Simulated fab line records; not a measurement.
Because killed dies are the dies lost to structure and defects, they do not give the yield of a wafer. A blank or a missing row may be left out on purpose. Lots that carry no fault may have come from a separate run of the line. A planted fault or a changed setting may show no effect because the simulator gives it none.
fab line records	flow n5Finfet	part 1 of 2: steps 1 to 19 of 25
record: lots: 5	wafers: 15	lastDay: 17
route steps=1938 shown BEOL_M9@1418
lots that met no fault: from a run of the same line without faults
startH: start of the lot's first displayed wafer, in hours after the record's first day	waitH: time in hours since the lot's previous step	" identical to the entry in the row above	L1.1+2: several wafers, shown together as one row	- no value, or no start given	* or withheld: withheld	< > ~ a bound
route shown NAME@n: names a module that has steps shown in the file, with the first one's number in the route	usual: the fault-free wafers' mean and standard deviation	same: alike in all rows	chamber/n: place in a boat	sites: per-site readings	_std_site: standard deviation across them	_edge_site: inner sites' mean taken away from outer sites' mean	radiusMm: how far each site lies from the wafer's centre	mask NAME#n: copy n	behind: the last tool/chamber to shape the wafer	hold: cause of the lot's hold/its duration in hours/its outcome	device: names the non-switching transistor (n, p or np)	end of line: the tests these same wafers got at the end of their route	a step given without rows: its recipe and nothing more	killed: at the first sort, the dies lost to defects and structure; wafer yield is something else	map: the dies of a wafer, with x for killed, . for not killed, _ for no die there
set.NAME: setting as actually run; set.NAME@STEP: the setting as run at that earlier step	model.NAME: the simulator's own value behind a step, which no gauge read
lots at some steps of the route; a table a step, a row a wafer
services: a tool's chamber out of use, with start hour (startH, from the record's first day; less than 0 if before it), hours out, and reason
== steps ==
step: N5_BEOL_M9_ETCH_61
recipe: chemistry: CF4	target: SiARC	targetDepthA: 390	maskMaterial: CAR-ArF	timeS: 65	ionEnergyEv: 80	pressureMtorr: 40	sourceW: 545	biasW: 36	Ar_flow_sccm: 100	cf4FlowSccm: 100	ends: cleared
usual: cf4FlowSccm: 100.0/0.33	drypumpMotorCurrentA: 5.8/0.49	etchRfOnTimeS: 64.9/1.1	mfcArSccm: 100.01/0.3	oesProductAu: 0.68/0.066	rfVppV: 184.0/1.2	showerheadPlenumPTorr: 2.14/0.076	throttleValvePct: 15.60/0.23
lot.wafer	tool	chamber	startH	waitH	cf4FlowSccm	drypumpMotorCurrentA	etchRfOnTimeS	mfcArSccm	oesProductAu	rfHoursCounterH	rfVppV	showerheadPlenumPTorr	throttleValvePct
L077.2	rieDiel-02	1	215.09	0.0	100.1	5.6	65.9	100.02	0.63	173	184.6	2.21	15.70
L077.3	"	0	"	"	99.9	5.1	63.2	100.25	0.76	28	185.9	2.27	15.75
L077.5	"	1	"	"	100.0	5.5	65.9	99.99	0.63	-	183.9	2.21	15.68
L082.1	rieDiel-05	2	274.08	0.0	99.8	5.4	64.7	100.28	0.62	207	185.4	2.12	16.00
L082.2	"	3	"	"	100.3	5.8	64.4	100.15	0.78	21	184.7	2.28	15.48
L082.6	"	3	"	"	100.3	5.8	64.3	100.09	0.78	-	185.9	2.28	15.49
L084.2	rieDiel-06	3	274.25	0.0	100.6	6.5	64.6	99.72	0.69	105	183.3	2.07	15.61
L084.4	"	1	"	"	99.8	5.5	65.8	99.95	0.61	209	182.8	2.04	15.67
L084.6	"	1	"	"	99.8	5.5	66.3	99.74	0.61	-	182.9	2.04	15.66
L092.2	rieDiel-02	3	325.69	0.0	99.7	6.6	64.6	99.89	0.72	58	184.6	2.17	15.33
L092.3	"	1	"	"	100.1	5.5	66.3	99.57	0.60	209	184.5	2.20	15.76
L092.6	"	3	"	"	100.0	6.5	64.6	99.52	0.72	-	185.0	2.17	15.35
L094.1	rieDiel-06	1	326.90	0.0	99.9	5.5	66.8	99.64	0.60	222	183.0	2.04	15.70
L094.4	"	3	"	"	100.3	6.5	64.7	100.00	0.68	118	183.8	2.07	15.64
L094.6	"	1	"	"	99.8	5.5	66.9	100.19	0.60	-	183.2	2.04	15.70
step: N5_BEOL_M9_ETCH_62
recipe: chemistry: N2/H2	target: SOC	targetDepthA: 1100	overetchA: 220	maskMaterial: SiARC	tempC: 40	timeS: 165	ionEnergyEv: 200	pressureMtorr: 30	sourceW: 840	biasW: 150	n2FlowSccm: 200	h2FlowSccm: 200
usual: drypumpMotorCurrentA: 5.8/0.49	oesProductAu: 0.68/0.06	rfVppV: 523.8/2.7	showerheadPlenumPTorr: 2.55/0.093	throttleValvePct: 17.84/0.24
lot.wafer	tool	chamber	startH	waitH	drypumpMotorCurrentA	oesProductAu	rfHoursCounterH	rfVppV	showerheadPlenumPTorr	throttleValvePct
L077.2	rieDiel-02	1	215.14	0.0	5.6	0.63	173	527.3	2.65	18.06
L077.3	"	0	"	"	5.1	0.76	28	526.3	2.71	18.02
L077.5	"	1	"	"	5.6	0.63	-	525.5	2.65	18.06
L082.1	rieDiel-05	2	274.13	0.0	5.4	0.61	207	523.6	2.52	18.30
L082.2	"	3	"	"	5.8	0.76	21	528.9	2.70	17.76
L082.6	"	3	"	"	5.7	0.77	-	528.6	2.70	17.77
L084.2	rieDiel-06	3	274.30	0.0	6.5	0.68	105	522.7	2.46	17.83
L084.4	"	1	"	"	5.5	0.61	209	519.7	2.42	17.95
L084.6	"	1	"	"	5.5	0.61	-	520.3	2.42	17.94
L092.2	rieDiel-02	3	325.74	0.0	6.6	0.71	58	523.6	2.58	17.47
L092.3	"	1	"	"	5.6	0.60	209	527.6	2.63	18.11
L092.6	"	3	"	"	6.6	0.71	-	524.3	2.58	17.48
L094.1	rieDiel-06	1	326.95	0.0	5.6	0.61	222	520.2	2.41	17.97
L094.4	"	3	"	"	6.6	0.68	118	520.0	2.46	17.84
L094.6	"	1	"	"	5.6	0.61	-	520.1	2.41	17.96
step: N5_BEOL_M9_STRIP_68
recipe: chemistry: N2/H2	tempC: 40	n2FlowSccm: 200	h2FlowSccm: 200	rfFrequencyHz: 6e+07
lot.wafer	tool	chamber	startH	waitH
L077.2+3+5	rieDiel-02	1,0,1	215.28	0.1
L082.1+2+6	rieDiel-05	2,3,3	274.27	0.1
L084.2+4+6	rieDiel-06	3,1,1	274.43	0.1
L092.2+3+6	rieDiel-02	3,1,3	325.88	0.1
L094.1+4+6	rieDiel-06	1,3,1	327.09	0.1
step: N5_BEOL_M9_STRIP_67
recipe: chemistry: CF4	resist: SiARC	powerW: 300	biasPowerW: 75	pressureMtorr: 50	cf4FlowSccm: 150	rfFrequencyHz: 6e+07
usual: biasPowerW: 75.01/0.23	cf4FlowSccm: 150.0/0.43	drypumpMotorCurrentA: 5.8/0.49	oesProductAu: 0.80/0.071	powerW: 300.0/0.86	rfVppV: 271.2/1.6	showerheadPlenumPTorr: 1.80/0.064	throttleValvePct: 13.56/0.24
lot.wafer	tool	chamber	startH	waitH	biasPowerW	cf4FlowSccm	drypumpMotorCurrentA	oesProductAu	powerW	rfHoursCounterH	rfVppV	showerheadPlenumPTorr	throttleValvePct
L077.2	rieDiel-02	1	215.29	0.0	74.81	150.2	5.6	0.74	298.6	173	271.8	1.86	13.71
L077.3	"	0	"	"	74.68	150.2	5.1	0.89	299.2	28	273.7	1.90	13.69
L077.5	"	1	"	"	75.03	150.0	5.6	0.74	299.0	-	272.0	1.86	13.72
L082.1	rieDiel-05	2	274.28	0.0	74.88	150.0	5.4	0.72	299.3	208	271.8	1.77	13.98
L082.2	"	3	"	"	75.03	149.9	5.8	0.91	301.5	21	273.5	1.91	13.42
L082.6	"	3	"	"	75.12	149.3	5.7	0.91	302.8	-	275.1	1.91	13.42
L084.2	rieDiel-06	3	274.44	0.0	75.29	150.3	6.6	0.80	299.1	105	269.2	1.74	13.61
L084.4	"	1	"	"	75.31	150.7	5.5	0.72	300.0	209	269.3	1.71	13.64
L084.6	"	1	"	"	75.34	150.2	5.5	0.71	299.5	-	268.3	1.71	13.65
L092.2	rieDiel-02	3	325.89	0.0	75.05	149.4	6.6	0.84	300.7	58	271.5	1.81	13.29
L092.3	"	1	"	"	75.10	150.2	5.5	0.71	298.4	209	272.7	1.85	13.78
L092.6	"	3	"	"	74.96	149.4	6.6	0.84	299.3	-	270.6	1.81	13.27
L094.1	rieDiel-06	1	327.10	0.0	75.18	150.1	5.5	0.71	299.6	222	269.2	1.71	13.68
L094.4	"	3	"	"	74.89	150.2	6.6	0.79	301.4	118	269.5	1.73	13.62
L094.6	"	1	"	"	74.57	150.7	5.5	0.71	300.4	-	269.5	1.71	13.67
step: N5_BEOL_M9_HM_OPEN_17
recipe: chemistry: Cl2/BCl3	targetDepthA: 200	overetchA: 60	target: TiN	maskMaterial: SOC	ionEnergyEv: 150	pressureMtorr: 10	icpW: 1000	biasW: 126	Cl2_flow_sccm: 53.25	bcl3FlowSccm: 21.75	Ar_flow_sccm: 25
usual: drypumpMotorCurrentA: 6.0/0.41	mfcArSccm: 25.01/0.071	oesProductAu: 0.68/0.073	throttleValvePct: 22.03/0.14
lot.wafer	tool	chamber	startH	waitH	drypumpMotorCurrentA	mfcArSccm	oesProductAu	rfHoursCounterH	throttleValvePct
L077.2	rieMetal-03	0	215.33	0.0	6.5	25.07	0.70	23	22.01
L077.3	"	0	"	"	6.5	25.10	0.70	-	22.01
L077.5	"	1	"	"	5.9	25.01	0.75	-	21.96
L082.1	rieMetal-02	1	274.32	0.0	6.3	25.03	0.71	27	22.04
L082.2	"	0	"	"	5.7	25.02	0.58	88	22.26
L082.6	"	0	"	"	5.7	25.02	0.58	-	22.26
L084.2	rieMetal-03	0	274.48	0.0	6.5	25.01	0.68	27	22.02
L084.4	"	0	"	"	6.5	25.06	0.70	-	22.03
L084.6	"	1	"	"	5.9	25.03	0.73	-	21.95
L092.2	rieMetal-03	0	325.93	0.0	6.5	25.14	0.68	33	22.00
L092.3	"	0	"	"	6.5	25.03	0.68	-	22.02
L092.6	"	0	"	"	6.5	24.99	0.67	-	22.03
L094.1	rieMetal-03	1	327.14	0.0	6.0	25.03	0.72	17	21.94
L094.4	"	1	"	"	6.0	25.15	0.73	-	21.91
L094.6	"	1	"	"	6.0	25.05	0.73	-	21.92
step: N5_BEOL_M9_STRIP_19
recipe: chemistry: O2	powerW: 400	tempC: 40	pressureMtorr: 30	rfFrequencyHz: 6e+07	biasPowerW: 0	overashFraction: 0.2	o2FlowSccm: 225
usual: drypumpMotorCurrentA: 5.8/0.52	oesProductAu: 0.80/0.074	rfVppV: 3.6/0.6	showerheadPlenumPTorr: 2.11/0.073	throttleValvePct: 16.68/0.22
same: biasPowerW: 0
lot.wafer	tool	chamber	startH	waitH	drypumpMotorCurrentA	oesProductAu	rfHoursCounterH	rfVppV	showerheadPlenumPTorr	throttleValvePct
L077.2	rieDiel-06	0	215.44	0.1	5.7	0.84	52	4.5	2.12	16.30
L077.3	"	3	"	"	6.5	0.82	89	3.4	2.04	16.69
L077.5	"	2	"	"	6.5	0.76	-	3.3	2.09	16.77
L082.1	rieDiel-05	0	274.43	0.1	5.6	0.90	28	4.1	2.06	16.30
L082.2	"	3	"	"	5.7	0.93	21	4.5	2.23	16.54
L082.6	"	3	"	"	5.7	0.91	-	3.6	2.23	16.53
L084.2	rieDiel-06	2	274.60	0.1	6.5	0.75	178	2.7	2.09	16.82
L084.4	"	0	"	"	5.7	0.82	69	2.8	2.11	16.33
L084.6	"	1	"	"	5.5	0.71	-	3.9	1.98	16.67
L092.2	rieDiel-02	1	326.23	0.3	5.5	0.71	209	3.8	2.17	16.88
L092.3	"	2	"	"	5.1	0.78	122	3.5	2.02	16.63
L092.6	"	0	"	"	5.1	0.85	-	4.7	2.21	16.84
L094.1	rieDiel-05	3	327.25	0.1	5.8	0.89	35	4.4	2.23	16.59
L094.4	"	0	"	"	5.6	0.87	46	3.5	2.05	16.34
L094.6	"	0	"	"	5.6	0.87	-	4.0	2.05	16.35
step: N5_BEOL_M9_CD_MEAS_18
recipe: pitchNm: 140	targetCdNm: 70
usual: cdNm: 70.1/0.48
lot.wafer	tool	chamber	startH	waitH	cdNm
L077.2	cdSem-01	-	215.51	0.1	70.1
L077.3	"	-	"	"	69.6
L077.5	"	-	"	"	69.9
L082.1	cdSem-01	-	274.50	0.0	69.6
L082.2	"	-	"	"	69.7
L082.6	"	-	"	"	69.5
L084.2	cdSem-01	-	274.67	0.1	69.9
L084.4	"	-	"	"	70.1
L084.6	"	-	"	"	70.0
L092.2	cdSem-03	-	326.30	0.1	70.9
L092.3	"	-	"	"	70.0
L092.6	"	-	"	"	70.0
L094.1	cdSem-01	-	327.32	0.0	70.7
L094.4	"	-	"	"	70.3
L094.6	"	-	"	"	70.5
step: N5_BEOL_M9_COAT_63
recipe: resist: SOC	tempC: 250	timeS: 60	spinRpm: 1500	resistThkNm: 60
usual: chillPlateTempC: 22.99/0.11	heaterPowerTotalW: 500.3/1.7
lot.wafer	tool	chamber	startH	waitH	chillPlateTempC	heaterPowerTotalW
L077.2	lithoTrack-01	0	216.44	0.9	23.01	498.0
L077.3	"	0	"	"	23.07	498.3
L077.5	"	0	"	"	23.01	501.8
L082.1	lithoTrack-01	0	274.54	0.0	23.10	497.4
L082.2	"	0	"	"	22.95	499.1
L082.6	"	0	"	"	22.95	502.1
L084.2	lithoTrack-02	0	274.78	0.1	22.99	497.8
L084.4	"	0	"	"	22.98	497.7
L084.6	"	0	"	"	22.99	502.9
L092.2	lithoTrack-01	0	326.34	0.0	22.92	499.5
L092.3	"	0	"	"	23.14	503.0
L092.6	"	0	"	"	23.02	501.0
L094.1	lithoTrack-04	0	327.36	0.0	22.77	501.2
L094.4	"	0	"	"	22.80	502.0
L094.6	"	0	"	"	22.76	497.7
step: N5_BEOL_M9_COAT_64
recipe: resist: SiARC	tempC: 220	timeS: 60	spinRpm: 1500	resistThkNm: 12
usual: chillPlateTempC: 23.02/0.11	heaterPowerTotalW: 427.3/2.1
lot.wafer	tool	chamber	startH	waitH	chillPlateTempC	heaterPowerTotalW
L077.2	lithoTrack-01	0	-	-	22.76	429.1
L077.3	"	0	"	"	22.98	430.0
L077.5	"	0	"	"	22.90	424.4
L082.1	lithoTrack-01	0	-	-	22.97	424.7
L082.2	"	0	"	"	23.03	426.4
L082.6	"	0	"	"	22.88	430.1
L084.2	lithoTrack-02	0	-	-	22.90	425.4
L084.4	"	0	"	"	22.92	426.6
L084.6	"	0	"	"	23.03	427.5
L092.2	lithoTrack-01	0	-	-	23.09	430.0
L092.3	"	0	"	"	22.92	430.7
L092.6	"	0	"	"	23.00	427.8
L094.1	lithoTrack-04	0	-	-	23.00	424.4
L094.4	"	0	"	"	23.01	425.8
L094.6	"	0	"	"	22.95	430.3
step: N5_BEOL_M9_COAT_75
recipe: resist: underlayer	tempC: 205	timeS: 60	spinRpm: 1500	resistThkNm: 5
usual: chillPlateTempC: 22.98/0.11	heaterPowerTotalW: 391.8/1.3
lot.wafer	tool	chamber	startH	waitH	chillPlateTempC	heaterPowerTotalW
L077.2	lithoTrack-01	0	-	-	23.02	390.6
L077.3	"	0	"	"	22.95	391.2
L077.5	"	0	"	"	22.89	391.6
L082.1	lithoTrack-01	0	-	-	23.05	392.4
L082.2	"	0	"	"	23.02	391.5
L082.6	"	0	"	"	23.07	392.1
L084.2	lithoTrack-02	0	-	-	23.08	393.1
L084.4	"	0	"	"	22.91	393.7
L084.6	"	0	"	"	23.01	391.8
L092.2	lithoTrack-01	0	-	-	22.93	392.7
L092.3	"	0	"	"	22.86	392.2
L092.6	"	0	"	"	22.91	390.1
L094.1	lithoTrack-04	0	-	-	23.05	391.9
L094.4	"	0	"	"	23.09	390.8
L094.6	"	0	"	"	22.89	391.2
step: N5_BEOL_M9_COAT_22
recipe: resist: CAR-EUV	spinRpm: 1500	resistThkNm: 30
usual: chillPlateTempC: 23.01/0.089
lot.wafer	tool	chamber	startH	waitH	chillPlateTempC
L077.2	lithoTrack-01	0	-	-	22.91
L077.3	"	0	"	"	22.81
L077.5	"	0	"	"	22.89
L082.1	lithoTrack-01	0	-	-	23.00
L082.2	"	0	"	"	22.99
L082.6	"	0	"	"	23.15
L084.2	lithoTrack-02	0	-	-	23.12
L084.4	"	0	"	"	23.10
L084.6	"	0	"	"	22.99
L092.2	lithoTrack-01	0	-	-	22.96
L092.3	"	0	"	"	22.88
L092.6	"	0	"	"	22.91
L094.1	lithoTrack-04	0	-	-	22.95
L094.4	"	0	"	"	23.12
L094.6	"	0	"	"	23.00
step: N5_BEOL_M9_EBR_24
recipe: solvent: PGMEA	ebrWidthMm: 1.5
usual: chillPlateTempC: 23.00/0.11
lot.wafer	tool	chamber	startH	waitH	chillPlateTempC
L077.2	lithoTrack-01	0	-	-	22.92
L077.3	"	0	"	"	22.87
L077.5	"	0	"	"	22.95
L082.1	lithoTrack-01	0	-	-	23.13
L082.2	"	0	"	"	23.22
L082.6	"	0	"	"	23.07
L084.2	lithoTrack-02	0	-	-	23.06
L084.4	"	0	"	"	22.97
L084.6	"	0	"	"	22.99
L092.2	lithoTrack-01	0	-	-	23.01
L092.3	"	0	"	"	23.02
L092.6	"	0	"	"	22.92
L094.1	lithoTrack-04	0	-	-	22.98
L094.4	"	0	"	"	23.00
L094.6	"	0	"	"	23.08
step: N5_BEOL_M9_SOFTBAKE_23
recipe: tempC: 110	timeS: 60	resist: CAR-EUV
usual: chillPlateTempC: 22.98/0.11	heaterPowerTotalW: 175.5/1.6
lot.wafer	tool	chamber	startH	waitH	chillPlateTempC	heaterPowerTotalW
L077.2	lithoTrack-01	0	-	-	23.01	177.2
L077.3	"	0	"	"	22.85	174.2
L077.5	"	0	"	"	22.74	172.9
L082.1	lithoTrack-01	0	-	-	22.91	173.7
L082.2	"	0	"	"	22.79	173.0
L082.6	"	0	"	"	23.02	174.1
L084.2	lithoTrack-02	0	-	-	22.96	174.5
L084.4	"	0	"	"	23.07	174.6
L084.6	"	0	"	"	23.10	173.1
L092.2	lithoTrack-01	0	-	-	22.81	174.6
L092.3	"	0	"	"	23.00	177.3
L092.6	"	0	"	"	22.81	175.7
L094.1	lithoTrack-04	0	-	-	23.01	177.5
L094.4	"	0	"	"	22.94	177.6
L094.6	"	0	"	"	22.88	177.5
step: N5_BEOL_M9_EXPOSE_25
recipe: maskId: V8	na: 0.33	sourceShape: annular	sigmaInner: 0.4	sigmaOuter: 0.8	polarization: unpolarized	doseMj: 37.25
same: na: 0.33
lot.wafer	tool	chamber	startH	waitH	mask
L077.2+3+5	euvScanner-01	0	216.59	-	V8#0
L082.1+2+6	euvScanner-01	0	274.67	-	V8#0
L084.2+4+6	euvScanner-02	0	275.05	-	V8#0
L092.2+3+6	euvScanner-02	0	326.48	-	V8#0
L094.1+4+6	euvScanner-02	0	327.49	-	V8#0
step: N5_BEOL_M9_PEB_26
recipe: pebTempC: 100	pebTimeS: 60	resist: CAR-EUV
usual: chillPlateTempC: 23.01/0.11	heaterPowerTotalW: 153.9/1.1
lot.wafer	tool	chamber	startH	waitH	chillPlateTempC	heaterPowerTotalW
L077.2	lithoTrack-04	0	216.65	0.1	22.80	152.9
L077.3	"	0	"	"	22.78	153.9
L077.5	"	0	"	"	22.78	153.0
L082.1	lithoTrack-04	0	274.74	0.1	23.07	153.0
L082.2	"	0	"	"	23.11	155.2
L082.6	"	0	"	"	23.15	154.1
L084.2	lithoTrack-02	0	275.11	0.0	23.10	155.7
L084.4	"	0	"	"	23.08	155.2
L084.6	"	0	"	"	22.97	153.0
L092.2	lithoTrack-02	0	326.54	0.0	23.03	155.4
L092.3	"	0	"	"	22.99	152.9
L092.6	"	0	"	"	23.04	152.5
L094.1	lithoTrack-04	0	327.56	0.1	23.04	153.0
L094.4	"	0	"	"	23.11	153.5
L094.6	"	0	"	"	23.09	155.3
step: N5_BEOL_M9_DEVELOP_27
recipe: developTimeS: 30	developer: TMAH	resist: CAR-EUV	rinseLiquid: surfactantRinse	dry: airSpin	devTempC: 23
usual: chillPlateTempC: 23.00/0.12
lot.wafer	tool	chamber	startH	waitH	chillPlateTempC
L077.2	lithoTrack-04	0	-	-	23.11
L077.3	"	0	"	"	22.90
L077.5	"	0	"	"	23.06
L082.1	lithoTrack-04	0	-	-	23.22
L082.2	"	0	"	"	23.10
L082.6	"	0	"	"	22.93
L084.2	lithoTrack-02	0	-	-	22.89
L084.4	"	0	"	"	22.77
L084.6	"	0	"	"	22.89
L092.2	lithoTrack-02	0	-	-	23.03
L092.3	"	0	"	"	22.95
L092.6	"	0	"	"	23.09
L094.1	lithoTrack-04	0	-	-	23.06
L094.4	"	0	"	"	23.07
L094.6	"	0	"	"	22.85
step: N5_BEOL_M9_CD_MEAS_28
recipe: targetCdNm: 70	landingEnergyEv: 500	detector: seInlens	polarity: opening
usual: cdNm: 70.02/0.25
lot.wafer	tool	chamber	startH	waitH	cdNm
L077.2	cdSem-03	0	216.71	-	70.05
L077.3	"	0	"	"	70.18
L077.5	"	0	"	"	69.88
L082.1	cdSem-01	0	274.80	-	70.19
L082.2	"	0	"	"	70.23
L082.6	"	0	"	"	69.84
L084.2	cdSem-01	0	275.18	-	70.21
L084.4	"	0	"	"	70.29
L084.6	"	0	"	"	69.93
L092.2	cdSem-03	0	326.60	-	70.35
L092.3	"	0	"	"	69.52
L092.6	"	0	"	"	70.03
L094.1	cdSem-03	0	327.62	-	69.87
L094.4	"	0	"	"	69.81
L094.6	"	0	"	"	70.34
step: N5_BEOL_M9_OVL_MEAS_29
recipe: pointsPerWafer: 522
usual: V8_OVL: 0.0/0.7
lot.wafer	tool	chamber	startH	waitH	V8_OVL[nm]
L077.2	overlay-01	0	216.75	0.0	-0.9
L077.3	"	0	"	"	0.7
L077.5	"	0	"	"	0.2
L082.1	overlay-02	0	274.83	0.0	1.1
L082.2	"	0	"	"	0.7
L082.6	"	0	"	"	-0.4
L084.2	overlay-01	0	275.21	0.0	-0.5
L084.4	"	0	"	"	-0.1
L084.6	"	0	"	"	-0.2
L092.2	overlay-02	0	326.64	0.0	1.0
L092.3	"	0	"	"	0.7
L092.6	"	0	"	"	0.7
L094.1	overlay-02	0	327.66	0.0	0.7
L094.4	"	0	"	"	-0.5
L094.6	"	0	"	"	0.6
step: N5_BEOL_M9_INSPECT_30
recipe: mode: adi	inspectInstrument: brightfield
usual: rawDefectCount: 414/90
lot.wafer	tool	chamber	startH	waitH	rawDefectCount
L077.2	defectInspect-01	-	216.80	0.0	462
L077.3	"	-	"	"	570
L077.5	"	-	"	"	589
L082.1	defectInspect-01	-	274.89	0.1	554
L082.2	"	-	"	"	476
L082.6	"	-	"	"	474
L084.2	defectInspect-01	-	275.26	0.0	419
L084.4	"	-	"	"	377
L084.6	"	-	"	"	374
L092.2	defectInspect-02	-	326.69	0.0	331
L092.3	"	-	"	"	446
L092.6	"	-	"	"	418
L094.1	defectInspect-01	-	327.72	0.1	470
L094.4	"	-	"	"	462
L094.6	"	-	"	"	367
